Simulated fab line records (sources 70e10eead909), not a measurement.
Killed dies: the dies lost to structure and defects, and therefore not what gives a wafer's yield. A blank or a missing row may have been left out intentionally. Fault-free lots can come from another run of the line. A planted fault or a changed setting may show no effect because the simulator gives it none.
The tool behind it: which one? ; flow nand harc ; 11 lots, 33 wafers sampled, at 4 steps of a route of 1159

== WHAT THE GAUGES SHOWED, per wafer ==
NHARC_A_SGD_CUT_THK_MEAS_22: measures by ellipsometry.
lot;measured;on;thk nm (nm)
L303;day 14 04:23;film metro-01;148.8 146.5 148.0
L304;day 14 07:27;film metro-02;147.9 147.7 148.2
L305;day 14 07:33;film metro-02;149.2 148.6 147.4
L306;day 14 07:28;film metro-01;151.1 146.5 147.1
L307;day 15 06:26;film metro-01;148.3 146.9 147.0
L309;day 15 06:27;film metro-02;149.6 147.2 149.8
L310;day 15 10:35;film metro-01;146.7 147.0 146.7
L311;day 16 04:26;film metro-02;148.1 148.7 151.1
L312;day 16 04:26;film metro-01;147.3 149.4 147.0
L316;day 17 01:26;film metro-02;149.8 147.7 149.6
L313;day 17 01:17;film metro-02;148.6 148.7 85.1

== WHICH TOOL RAN EACH LOT (tool, then ch and the chambers of the sampled wafers, then the start) ==
lot;NHARC_A_SGD_CUT_ETCH_58;NHARC_A_SGD_CUT_DEP_20;NHARC_A_SGD_CUT_CMP_21
L303;rie diel-04 ch 1,2,3, day 14 01:02;fcvd-02 ch 0,1, day 14 02:04;cmp-03 ch 1,2,3, day 14 04:08
L304;rie diel-01 ch 0,1,2, day 14 01:51;fcvd-01 ch 0,1, day 14 02:55;cmp-04 ch 0,1,3, day 14 07:12
L305;rie diel-10 ch 1,2,3, day 14 02:08;fcvd-02 ch 0,1, day 14 03:10;cmp-03 ch 0,2,3, day 14 07:17
L306;rie diel-04 ch 1,2,3, day 14 04:08;fcvd-01 ch 0,1, day 14 05:15;cmp-01 ch 0,1, day 14 07:12
L307;rie diel-04 ch 0,1,2, day 14 21:46;fcvd-02 ch 0,1, day 14 22:50;cmp-03 ch 1,3, day 15 06:11
L309;rie diel-01 ch 0,1,2, day 14 22:47;fcvd-01 ch 0,1, day 14 23:50;cmp-01 ch 0,2,3, day 15 06:11
L310;rie diel-10 ch 0,2,3, day 15 03:53;fcvd-02 ch 0, day 15 05:01;cmp-03 ch 0,1, day 15 10:19
L311;rie diel-04 ch 1,2,3, day 15 22:03;fcvd-01 ch 0, day 15 23:07;cmp-01 ch 2,3, day 16 04:11
L312;rie diel-01 ch 0,3, day 15 22:34;fcvd-02 ch 0,1, day 15 23:37;cmp-04 ch 0,1,2, day 16 04:14
L316;rie diel-10 ch 0,1,3, day 16 19:54;fcvd-01 ch 0,1, day 16 20:59;cmp-03 ch 0,2,3, day 17 01:14
L313;rie diel-04 ch 1,2, day 16 21:22;fcvd-01 ch 0,1, day 16 22:27;cmp-03 ch 1,2,3, day 17 01:07
- NHARC_A_SGD_CUT_ETCH_58: etches the open film in CF4, target depth 39 nm, time 65 s.
- NHARC_A_SGD_CUT_DEP_20: deposits SiO2, target thk 150 nm.
- NHARC_A_SGD_CUT_CMP_21: polishes, target thk 148.19 nm.

== THE ANSWER, worked out from the rows above alone ==
Rule: usual is defined by the lots themselves. The widest of any qualifying gaps counts: lots, ordered by their means at a reading, are off when they make up no more than a third of the lots, leave a main group of 4 or more, and stand apart from it by 3 or more times the standard deviation of that group's means. The tables above print the reading to a certain number of digits; a main group whose means all agree to those digits is not used. A lot without any number at a reading at which 4 lots or more have one is off too. All remaining lots with rows at the step are treated as sound.
Off: L313, at NHARC_A_SGD_CUT_THK_MEAS_22 (thk nm). For the main group the mean is 148.2 nm and the standard deviation 0.73.
If a tool, at a process step before that reading, ran all the lots that are off and no sound lot after the first of them, it fits. Gauges at NHARC_A_SGD_CUT_THK_MEAS_22: tried the same way as those tools. Can't be told from this: 2 tools fit, rie diel-04 at NHARC_A_SGD_CUT_ETCH_58, fcvd-01 at NHARC_A_SGD_CUT_DEP_20.

== WHAT THE SIMULATOR HAD INSERTED ==
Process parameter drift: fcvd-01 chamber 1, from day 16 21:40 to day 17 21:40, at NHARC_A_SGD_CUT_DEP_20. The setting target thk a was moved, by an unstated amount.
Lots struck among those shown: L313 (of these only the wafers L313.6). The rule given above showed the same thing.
